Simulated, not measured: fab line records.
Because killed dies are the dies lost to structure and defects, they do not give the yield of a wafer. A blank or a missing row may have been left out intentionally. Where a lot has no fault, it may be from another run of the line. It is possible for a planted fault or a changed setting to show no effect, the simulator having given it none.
fab line records	flow nand-harc
record: lots: 6	wafers: 18	last-day: 32
route steps=1302 shown A_ZERO_WELL@403 A_SOURCE_PLATE@413 A_ONON_D1@424 END@1302
lots that met no fault: from a run of the same line without faults
start-h: the number of hours between the record's first day and the start of the first shown wafer of the lot	wait-h: hours since the lot's step before	" repeats the value in the row above	L1.1+2: a single row standing in for several wafers	- no value, or no start was given	* or withheld: withheld	< > ~ a bound
route shown NAME@n: names a module that has steps shown in the file, with the first one's number in the route	usual: mean/standard deviation of fault-free wafers	same: alike in all rows	chamber/n: place in a boat	sites: each site's reading	_std_site: standard deviation of those values	_edge_site: mean of outer sites minus mean of inner sites	radius-mm: for every site, how far away it sits from the centre of the wafer	mask NAME#n: copy n	behind: the most recent tool/chamber to have shaped the wafer	hold: what put the lot on hold/how long, in hours/how the hold closed	device: which transistor (n, p or np) failed to switch	end of line: the route-end tests of the same wafers	for a step that has no rows: nothing shown but its recipe	killed: dies that structure and defects cost at the first sort, which is not the same as the wafer's yield	map: per-die view of a wafer (x killed, . not killed, _ where there is no die)
set.NAME: the setting the step ran with; set.NAME@STEP: the setting that earlier step ran with	model.NAME: the simulator's own value behind a step, which no gauge read
lots seen at some steps along the route; tables by step, rows by wafer
services: the hour from which a tool's chamber was out of use, counted from the record's first day as start-h (under 0 if before that day), plus the number of hours and why
== steps ==
step: NHARC_A_ZERO_WELL_DESCUM_12
recipe: time-s: 3	o2-flow-sccm: 200	ar-flow-sccm: 0	bias-power-w: 0	chemistry: O2
usual: drypump-motor-current-A: 5.5/0.55	oes-product-au: 1.001/0.012	rf-vpp-V: 57.6/0.98	showerhead-plenum-p-Torr: 1.91/0.068	throttle-valve-pct: 11.312/0.0086
lot.wafer	tool	chamber	start-h	wait-h	drypump-motor-current-A	oes-product-au	rf-hours-counter-h	rf-vpp-V	showerhead-plenum-p-Torr	throttle-valve-pct
L952.3	rie-diel-12	3	193.11	-	5.1	0.998	2	57.2	2.00	11.315
L952.2	"	0	"	"	4.8	1.012	2	58.0	1.81	11.306
L952.5	"	2	"	"	6.1	0.999	-	59.7	1.95	11.299
L953.2	rie-diel-02	1	194.13	-	5.7	0.998	24	56.3	1.92	11.330
L953.3	"	0	"	"	4.9	1.011	25	59.2	1.94	11.331
L953.5	"	2	"	"	5.2	0.995	-	56.6	1.78	11.303
L962.2	rie-diel-02	0	297.36	-	4.8	0.993	13	59.7	1.94	11.307
L962.3	"	2	"	"	5.2	0.989	12	56.7	1.78	11.303
L962.5	"	3	"	"	6.4	1.003	-	57.6	1.89	11.332
L965.4	rie-diel-01	3	322.10	-	5.3	0.986	33	58.9	1.95	11.309
L965.2	"	1	"	"	5.7	1.009	37	57.9	1.97	11.301
L965.5	"	2	"	"	6.5	1.005	-	57.7	1.88	11.323
L966.1	rie-diel-12	1	332.40	-	5.7	1.015	2	58.3	1.93	11.313
L966.2	"	3	"	"	5.0	1.004	2	57.1	2.00	11.304
L966.6	"	2	"	"	6.1	0.990	-	59.5	1.95	11.319
L967.4	rie-diel-12	0	338.05	-	4.8	1.000	2	56.2	1.81	11.302
L967.3	"	1	"	"	5.7	1.012	2	57.5	1.93	11.299
L967.2	"	2	"	"	6.1	0.992	2	57.9	1.95	11.302
step: NHARC_A_ZERO_WELL_ETCH_19
recipe: target-depth-a: 800	overetch-a: 240	time-s: 87.88	ion-energy-ev: 200	n2-flow-sccm: 150	h2-flow-sccm: 150	ar-flow-sccm: 0	rf-w: 400	bias-w: 150	chemistry: N2/H2
usual: drypump-motor-current-A: 5.5/0.53	n2-flow-sccm: 150.0/0.47	oes-product-au: 1.002/0.012	rf-vpp-V: 430.4/2.3	showerhead-plenum-p-Torr: 2.04/0.075	throttle-valve-pct: 14.171/0.0094
lot.wafer	tool	chamber	start-h	wait-h	drypump-motor-current-A	n2-flow-sccm	oes-product-au	rf-hours-counter-h	rf-vpp-V	showerhead-plenum-p-Torr	throttle-valve-pct
L952.3	rie-diel-12	3	193.19	0.1	5.1	148.6	0.988	2	433.0	2.13	14.181
L952.2	"	0	"	"	4.8	150.4	1.008	2	426.8	1.92	14.177
L952.5	"	3	"	"	5.1	149.1	0.980	-	432.8	2.13	14.167
L953.3	rie-diel-02	0	194.21	0.1	4.9	149.2	1.010	25	430.7	2.07	14.169
L953.2	"	2	"	"	5.2	150.1	0.986	25	426.0	1.89	14.162
L953.5	"	0	"	"	4.9	150.0	1.019	-	431.9	2.07	14.186
L962.3	rie-diel-02	2	297.44	0.1	5.2	150.0	0.999	12	425.4	1.89	14.166
L962.2	"	0	"	"	4.9	149.6	1.005	13	432.2	2.07	14.169
L962.5	"	2	"	"	5.1	149.9	0.990	-	427.3	1.89	14.158
L965.4	rie-diel-01	1	322.18	0.1	5.7	149.7	0.999	37	433.1	2.11	14.167
L965.2	"	2	"	"	6.5	150.1	1.005	33	430.1	2.01	14.176
L965.5	"	0	"	"	5.1	150.0	0.997	-	434.7	2.18	14.167
L966.2	rie-diel-12	3	332.48	0.1	5.1	150.2	1.002	2	431.9	2.13	14.170
L966.1	"	2	"	"	6.1	150.2	0.997	2	429.0	2.08	14.163
L966.6	"	0	"	"	4.8	149.6	1.006	-	425.7	1.92	14.176
L967.3	rie-diel-12	0	338.13	0.1	4.8	150.4	0.997	2	426.9	1.92	14.176
L967.2	"	1	"	"	5.7	150.4	1.009	2	430.0	2.06	14.185
L967.4	"	3	"	"	5.1	150.1	1.010	2	433.7	2.13	14.178
step: NHARC_A_ZERO_WELL_ETCH_13
recipe: target-depth-a: 1200	time-s: 40.1	hbr-flow-sccm: 150	cl2-flow-sccm: 50	rf-w: 400	icp-w: 400	bias-w: 100	chemistry: HBr/Cl2
usual: drypump-motor-current-A: 5.9/0.33	oes-product-au: 0.995/0.01	throttle-valve-pct: 26.405/0.0098
lot.wafer	tool	chamber	start-h	wait-h	drypump-motor-current-A	oes-product-au	rf-hours-counter-h	throttle-valve-pct
L952.3	rie-si-04	0	193.32	-	5.5	0.971	0.2	26.395
L952.2	"	1	"	"	6.3	0.993	0.1	26.393
L952.5	"	0	"	"	5.5	0.994	-	26.412
L953.3	rie-si-03	3	194.33	-	5.8	0.996	0.9	26.412
L953.2	"	1	"	"	5.8	1.008	0.9	26.407
L953.5	"	0	"	"	5.6	1.006	-	26.401
L962.2	rie-si-05	1	297.58	-	6.0	1.009	1.1	26.400
L962.3	"	2	"	"	6.2	1.003	1.2	26.408
L962.5	"	0	"	"	5.7	0.995	-	26.430
L965.4	rie-si-05	3	322.31	-	5.6	0.991	0.1	26.418
L965.2	"	1	"	"	6.0	1.016	0.0	26.398
L965.5	"	3	"	"	5.6	0.986	-	26.402
L966.1	rie-si-03	2	332.60	-	5.4	0.982	0.6	26.418
L966.2	"	3	"	"	5.8	0.978	0.6	26.408
L966.6	"	2	"	"	5.4	0.986	-	26.403
L967.2	rie-si-04	1	338.25	-	6.3	1.001	1.1	26.412
L967.3	"	3	"	"	6.3	0.987	1.2	26.405
L967.4	"	1	"	"	6.3	0.992	-	26.397
step: NHARC_A_ZERO_WELL_STRIP_14
recipe: time-s: 900	temp-c: 130	chemistry: SPM
step: NHARC_A_ZERO_WELL_IMPLANT_15
recipe: energy-kev: 150	dose-cm2: 1e+13	tilt-deg: 7
step: NHARC_A_ZERO_WELL_PRECLEAN_22
recipe: time-s: 60	temp-c: 50	bath-age-min: 0	chemistry: SC1
step: NHARC_A_ZERO_WELL_SRD_23
step: NHARC_A_ZERO_WELL_RTA_16
recipe: temp-c: 1000	time-s: 10
usual: lamp-power-pct: 33.1/1.5	wafer_temp_C_max: 1003.7/0.9
lot.wafer	tool	chamber	start-h	wait-h	lamp-power-pct	wafer_temp_C_max
L952.2	rtp-anneal-01	0	194.24	-	31.4	1004.2
L952.3	"	0	"	"	31.4	1004.5
L952.5	"	0	"	"	31.4	1005.0
L953.2	rtp-anneal-02	0	195.26	-	34.4	1004.2
L953.3	"	0	"	"	34.4	1002.4
L953.5	"	0	"	"	34.5	1003.2
L962.2	rtp-anneal-01	0	298.49	-	31.5	1004.5
L962.3	"	0	"	"	31.4	1004.1
L962.5	"	0	"	"	31.4	1004.4
L965.2	rtp-anneal-02	0	323.27	0.1	34.4	1003.0
L965.4	"	0	"	"	34.4	1002.2
L965.5	"	0	"	"	34.4	1002.8
L966.1	rtp-anneal-02	0	333.51	-	34.4	1003.5
L966.2	"	0	"	"	34.5	1002.4
L966.6	"	0	"	"	34.4	1003.5
L967.2	rtp-anneal-02	0	339.21	-	34.4	1003.8
L967.3	"	0	"	"	34.4	1003.4
L967.4	"	0	"	"	34.4	1003.3
step: NHARC_A_ZERO_WELL_INSPECT_17
usual: raw-defect-count: 10/5.3
lot.wafer	tool	chamber	start-h	wait-h	raw-defect-count
L952.2	defect-inspect-01	-	194.41	0.1	7
L952.3	"	-	"	"	10
L952.5	"	-	"	"	8
L953.2	defect-inspect-01	-	195.43	0.1	7
L953.3	"	-	"	"	15
L953.5	"	-	"	"	10
L962.2	defect-inspect-01	-	298.66	0.1	4
L962.3	"	-	"	"	6
L962.5	"	-	"	"	4
L965.2	defect-inspect-02	-	323.44	0.1	9
L965.4	"	-	"	"	6
L965.5	"	-	"	"	8
L966.1	defect-inspect-01	-	333.71	0.2	6
L966.2	"	-	"	"	20
L966.6	"	-	"	"	15
L967.2	defect-inspect-02	-	339.37	0.1	10
L967.3	"	-	"	"	9
L967.4	"	-	"	"	15
step: NHARC_A_SOURCE_PLATE_PRECLEAN_00
recipe: time-s: 60	chemistry: HF-LAST
step: NHARC_A_SOURCE_PLATE_SRD_01
step: NHARC_A_SOURCE_PLATE_OXIDE_02
recipe: target-thk-a: 100	temp-c: 900	ox-time-s: 1362	material: SiO2
usual: spike-tc-top-C: 912.4/1.4
lot.wafer	tool	chamber	start-h	wait-h	spike-tc-top-C
L952.2	furnace-03	0	197.17	-	911.5
L952.3	"	0	"	"	910.9
L952.5	"	0	"	"	911.4
L953.2	furnace-03	0	197.17	-	913.0
L953.3	"	0	"	"	910.7
L953.5	"	0	"	"	910.6
L962.2	furnace-01	0	303.20	-	915.1
L962.3	"	0	"	"	914.0
L962.5	"	0	"	"	913.1
L965.2	furnace-01	0	326.69	-	913.4
L965.4	"	0	"	"	912.8
L965.5	"	0	"	"	914.0
L966.1	furnace-03	0	336.48	-	910.1
L966.2	"	0	"	"	911.1
L966.6	"	0	"	"	911.8
L967.2	furnace-01	0	342.62	-	911.9
L967.3	"	0	"	"	914.2
L967.4	"	0	"	"	914.4
step: NHARC_A_SOURCE_PLATE_THK_MEAS_09
recipe: thk-meas-gauge: ellipsometry
usual: thk-nm: 9.7/0.99
lot.wafer	tool	chamber	start-h	wait-h	thk-nm
L952.2	film-metro-02	-	201.24	0.4	9.8
L952.3	"	-	"	"	8.3
L952.5	"	-	"	"	9.6
L953.2	film-metro-01	-	201.24	0.4	10.1
L953.3	"	-	"	"	9.1
L953.5	"	-	"	"	8.6
L962.2	film-metro-01	-	307.27	0.4	11.4
L962.3	"	-	"	"	9.9
L962.5	"	-	"	"	9.4
L965.2	film-metro-02	-	330.73	0.4	9.3
L965.4	"	-	"	"	9.9
L965.5	"	-	"	"	8.9
L966.1	film-metro-02	-	340.55	0.4	9.9
L966.2	"	-	"	"	11.3
L966.6	"	-	"	"	9.1
L967.2	film-metro-01	-	346.72	0.4	10.0
L967.3	"	-	"	"	9.0
L967.4	"	-	"	"	9.8
step: NHARC_A_SOURCE_PLATE_PVD_04
recipe: target-thk-a: 500	material: WSi2
step: NHARC_A_SOURCE_PLATE_CVD_03
recipe: target-thk-a: 2000	temp-c: 620	pressure-mtorr: 200	time-s: 4000	material: poly-Si
step: NHARC_A_SOURCE_PLATE_ANNEAL_05
recipe: temp-c: 850	time-s: 1800
step: NHARC_A_SOURCE_PLATE_THK_MEAS_06
recipe: thk-meas-gauge: ellipsometry
usual: thk-nm: 200.3/2
lot.wafer	tool	chamber	start-h	wait-h	thk-nm
L953.2	film-metro-02	-	214.91	0.4	199.2
L953.3	"	-	"	"	199.9
L953.5	"	-	"	"	198.8
L952.2	film-metro-02	-	214.91	0.4	201.4
L952.3	"	-	"	"	201.5
L952.5	"	-	"	"	203.9
L962.2	film-metro-01	-	324.23	0.4	201.7
L962.3	"	-	"	"	199.5
L962.5	"	-	"	"	201.2
L965.2	film-metro-02	-	344.11	0.4	199.9
L965.4	"	-	"	"	198.1
L965.5	"	-	"	"	203.0
L966.1	film-metro-02	-	353.53	0.4	197.9
L966.2	"	-	"	"	199.3
L966.6	"	-	"	"	196.3
L967.2	film-metro-01	-	359.98	0.4	201.2
L967.3	"	-	"	"	200.1
L967.4	"	-	"	"	202.2
step: NHARC_A_SOURCE_PLATE_INSPECT_08
usual: raw-defect-count: 60/25
lot.wafer	tool	chamber	start-h	wait-h	raw-defect-count
L953.2	defect-inspect-02	-	214.97	0.0	871
L953.3	"	-	"	"	787
L953.5	"	-	"	"	834
L952.2	defect-inspect-01	-	214.98	0.0	759
L952.3	"	-	"	"	804
L952.5	"	-	"	"	809
L962.2	defect-inspect-01	-	324.29	0.0	41
L962.3	"	-	"	"	53
L962.5	"	-	"	"	38
L965.2	defect-inspect-02	-	344.22	0.0	52
L965.4	"	-	"	"	45
L965.5	"	-	"	"	78
L966.1	defect-inspect-01	-	353.60	0.0	45
L966.2	"	-	"	"	75
L966.6	"	-	"	"	67
L967.2	defect-inspect-02	-	360.04	0.0	72
L967.3	"	-	"	"	81
L967.4	"	-	"	"	74
step: NHARC_A_ONON_D1_DEP_00
recipe: target-thk-a: 10000	n2-flow-sccm: 2750	n2o-flow-sccm: 2000	nh3-flow-sccm: 500	sih4-flow-sccm: 210	temp-c: 400
step: NHARC_END_SORT_01
recipe: temp-c: 25
usual: killed-at-array: 56/20	killed-at-other: 0.9/1.1	killed-at-periphery: 3.7/3	killed-dies: 61/21	killed-open: 2.9/1.6	killed-short: 2.6/1.4
same: gross-dies: 677
lot.wafer	tool	chamber	start-h	wait-h	killed-at-array	killed-at-other	killed-at-periphery	killed-dies	killed-open	killed-short
L952.2	prober-01	0	615.73	2.8	455	0	1	456	0	1
L952.3	prober-01	0	616.52	3.1	459	0	1	460	2	2
L952.5	prober-01	0	618.09	3.7	481	1	0	482	2	1
L953.2	prober-02	0	615.75	2.8	479	0	0	479	2	3
L953.3	prober-02	0	616.56	3.1	466	0	0	466	0	1
L953.5	prober-02	0	618.17	3.7	467	0	1	468	3	0
L962.3	prober-02	0	726.42	3.1	32	0	2	34	4	0
L966.1	prober-01	0	761.78	2.6	77	0	2	79	2	5
L966.2	prober-01	0	762.58	2.8	55	0	2	57	3	4
L966.6	prober-01	0	765.77	4.0	71	0	3	74	0	1
killed by level:class
L952.2 A_SOURCE_PLATE:unspecified=423 A_SLIT:chamber-film-flake=23 A_CHANNEL_HOLE_D2:chamber-film-flake=4 A_DECK1_JOINT:geometric-particle:short=1 P_ZERO_WELL:chamber-film-flake=1 A_ZERO_WELL:chamber-film-flake=1 A_CHANNEL_FILL_D2:chamber-film-flake=1 A_CHANNEL_HOLE_D1:chamber-film-flake=1
L953.2 A_SOURCE_PLATE:unspecified=426 A_SLIT:chamber-film-flake=22 A_CHANNEL_HOLE_D2:chamber-film-flake=16 A_CONTACT:chamber-film-flake=5 A_SGD_CUT:chamber-film-flake=2 A_DECK1_JOINT:geometric-particle:short=1 A_CHANNEL_FILL_D2:geometric-particle:open=1 A_CHANNEL_FILL_D2:geometric-particle:short=1
L952.3 A_SOURCE_PLATE:unspecified=427 A_SLIT:chamber-film-flake=17 A_CHANNEL_HOLE_D2:chamber-film-flake=6 A_CHANNEL_HOLE_D1:chamber-film-flake=2 P_M0:geometric-particle:open=1 A_CHANNEL_FILL_D1:geometric-particle:short=1 A_CHANNEL_FILL_D2:geometric-particle:open=1 A_WL_FILL:geometric-particle:short=1
L953.3 A_SOURCE_PLATE:unspecified=402 A_SLIT:chamber-film-flake=25 A_CHANNEL_HOLE_D2:chamber-film-flake=25 A_CONTACT:chamber-film-flake=6 A_WL_FILL:chamber-film-flake=4 A_DECK1_JOINT:geometric-particle:short=1 A_SGD_CUT:chamber-film-flake=1 A_CHANNEL_HOLE_D1:chamber-film-flake=1
L952.5 A_SOURCE_PLATE:unspecified=457 A_SLIT:chamber-film-flake=15 A_CHANNEL_HOLE_D2:chamber-film-flake=3 A_CHANNEL_HOLE_D1:chamber-film-flake=2 A_ONON_D2:geometric-particle:open=1 A_CHANNEL_FILL_D2:geometric-particle:open=1 A_M0:geometric-particle:short=1 A_CONTACT:chamber-film-flake=1
L953.5 A_SOURCE_PLATE:unspecified=430 A_CHANNEL_HOLE_D2:chamber-film-flake=18 A_SLIT:chamber-film-flake=10 A_CONTACT:chamber-film-flake=3 A_CHANNEL_HOLE_D1:chamber-film-flake=2 A_CHANNEL_HOLE_D1:geometric-particle:open=1 A_DECK1_JOINT:geometric-particle:open=1 A_WL_FILL:geometric-particle:open=1
L962.3 A_CHANNEL_HOLE_D1:chamber-film-flake=21 A_STAIRCASE:chamber-film-flake=3 P_CONTACT:geometric-particle:open=1 A_ONON_D2:geometric-particle:open=1 A_SLIT:geometric-particle:open=1 A_BLC:geometric-particle:open=1 P_ZERO_WELL:chamber-film-flake=1 A_DECK1_JOINT:chamber-film-flake=1
L966.1 A_CHANNEL_HOLE_D2:chamber-film-flake=31 A_SLIT:chamber-film-flake=26 A_CHANNEL_HOLE_D1:chamber-film-flake=6 A_CONTACT:chamber-film-flake=4 A_STAIRCASE:chamber-film-flake=3 P_GATE:geometric-particle:short=1 A_SOURCE_PLATE:geometric-particle:short=1 A_ONON_D1:geometric-particle:short=1
L966.2 A_SLIT:chamber-film-flake=22 A_CHANNEL_HOLE_D2:chamber-film-flake=18 A_CHANNEL_HOLE_D1:chamber-film-flake=6 A_CHANNEL_FILL_D1:geometric-particle:short=2 A_STAIRCASE:chamber-film-flake=2 P_CONTACT:geometric-particle:open=1 A_ONON_D2:geometric-particle:open=1 A_ONON_D2:geometric-particle:short=1
L966.6 A_SLIT:chamber-film-flake=32 A_CHANNEL_HOLE_D2:chamber-film-flake=24 A_CHANNEL_HOLE_D1:chamber-film-flake=7 A_CONTACT:chamber-film-flake=3 P_BONDPAD:chamber-film-flake=2 A_CHANNEL_FILL_D2:chamber-film-flake=2 A_STAIRCASE:chamber-film-flake=2 A_DECK1_JOINT:geometric-particle:short=1
map L952.5 (x killed, . not)
____________.____________
_________xxxxx.x_________
_______.xxxx..xxxx_______
______xxx..xxx..x..______
_____xx.xxx.xxxxx..x_____
____..xxxxxxxxxxxxx.x____
____xxxxx.x...xxxx.xx____
___x..xx.xxxxxx..x.x..___
___.xx.x..xxxx.x.x.x..___
__x..xx.xxxxxxxxxx..x..__
__.xxxxxxxxxxxx.xxx.xx.__
_.xxxxx..xx.xxxxxx...xxx_
_xxxx.xxxxxxxxx.xxx..xxx_
_xx.xxxxx.....x..x....xx_
_x..x.x.xxxxxx.xx..xxx.x_
_xxxx.xxxxxxx.xxxxx.xxxx_
xxxxx.xxxx.xx......xxxxxx
xxxxx.xxx.x.x.xx.x...xxxx
xxxxxxx.xxxxxx..xx..xxxxx
xxxxxxxxxxxx.x.x.xxxx.xxx
x.xx.xxx.xxx.xx.xx.xx.xxx
_x.xxxxxxxxxxxxxxxxxxx.._
_.xxxxx.xxxx.x.xxxxx..xx_
_x...x....x...xx..x.x..x_
_.x..xxxx.x.xxxxxxxxxxxx_
_...xxxx.xxxxx.xx.xxxx.x_
__xxxxx.x.x.xxxxxxxxxx.__
__.xxx..xxxxx.xxxxxxxxx__
___.xx...xx..xx.xxxxxx___
___xx.xx.xx.xxx.xxxxxx___
____xxxx.xx.x.xxxxxxx____
____.x...xxx..xxxxxx.____
_____xxxxxxxxxx.x.x._____
______x..xxx.x.xxxx______
_______xx.xxxxxx.._______
_________xx..xx._________
____________x____________
map L953.2 (x killed, . not)
____________x____________
_________xxxxx.x_________
_______.x..x....xx_______
______xxxx.xxxxxxxx______
_____.xxxxxxxxxxxxxx_____
____xxx.xxxxxx.xx.x.x____
____xx.xx.xxxx.xxxxxx____
___xxxxxx.xx.xxx..x.xx___
___.x.x.x.xxxxxxx.x.xx___
__x..xxxx.xxxxx.x.xx.xx__
__xxxxxxxxxxxxxxx..x.xx__
_...xxxxxxxxxxxxxxxxxxxx_
_..x...x.xxxxxx.xxxxxxxx_
_xx.xxxxxx.xxx..xxxxxxx._
_xxxxxxx.xxxxxxx..xxx.xx_
_.xx....xx.xxx.xxxx.xxxx_
..x.....xx..xx.x.x..x.x.x
xxx.x....xxx.xx.xxxxx.xx.
.x...xx.x.xxxxxxxxxx..x.x
x..xxx..xx.xxx.xx....xx..
xxxx.xxxxxx.xxxx...xxxx.x
_x.xxxx..x.xxx.xx.x.x..x_
_xxx..x.x....xx.x.xxxxx._
_xxxx.xxxx.xxxxx...xx..x_
_xxxx.xxxxx...xx..xxxxx._
_x..xxxx.xx.x.x.xxxxxx.x_
__xx..x...x.x..xxxxxxx.__
__x.x..xxxx.xx..xxxxxxx__
___xx...xxxx.xx..xxxx.___
___xxx..xx.x.xxxxxxxxx___
____xxx.xxxx..xxxx.xx____
____xxxx.xx...xx.xxxx____
_____xx.xxxxxxxxxxxx_____
______xxx..x.xxxxxx______
_______.x.xxxxxxxx_______
_________..xxxxx_________
____________x____________
== services ==
tool	chamber	start-h	hours	kind
rie-diel-12	0	173.90	-	clean
rie-diel-12	1	173.90	-	clean
rie-diel-12	2	173.90	-	clean
rie-diel-12	3	173.90	-	clean
rie-diel-12	0	179.31	9.6	repair
rie-si-03	0	179.60	4.1	repair
rie-diel-12	0	198.40	-	clean
rie-diel-12	1	198.40	-	clean
rie-diel-12	2	198.40	-	clean
rie-diel-01	-	205.24	9.0	pm
furnace-01	-	209.58	26.0	pm
rie-diel-02	-	216.71	9.0	pm
rie-si-03	-	221.00	9.0	pm
rie-si-05	0	264.95	14.1	repair
rie-diel-12	-	268.40	9.0	pm
rie-diel-02	1	271.40	3.1	repair
rie-diel-01	1	285.12	9.1	repair
rie-si-04	-	297.68	0.2	repair
furnace-03	-	298.06	26.0	pm
rie-diel-01	2	304.42	4.4	repair
rie-si-05	-	305.00	9.0	pm
rie-diel-02	1	317.81	2.1	repair
rie-si-04	2	335.17	4.7	repair
rie-si-04	-	342.00	9.0	pm
== key ==
first-sign: step: NHARC_A_SOURCE_PLATE_INSPECT_08	reading: raw-defect-count	direction: up	sigmas: 30	usual: 60	struck: 811
effect: step: NHARC_END_SORT_01	reading: killed-at-array	direction: up	sigmas: 20	usual: 56	struck: 468
more-kills-born-at: NHARC_A_SOURCE_PLATE_OXIDE_02@furnace-03: 2565
met-at NHARC_A_SOURCE_PLATE_OXIDE_02
struck-wafers L952.2,L952.3,L952.5,L953.2,L953.3,L953.5
tester-left-out L952,L953
fault: kind: chamber-particle-source	tool: furnace-03	chamber: -	onset-h: 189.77	steps: NHARC_A_SOURCE_PLATE_OXIDE_02	rate-per-visit-cm2: 1.1666	end-h: 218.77
tester-left-out: of these lots the tester's yield and bins aren't shown, on N5 and GAA mostly nor the transistor test; their killed dies are dies lost to structure and defects alone, not to doping, threshold or leakage, so they don't give the yield
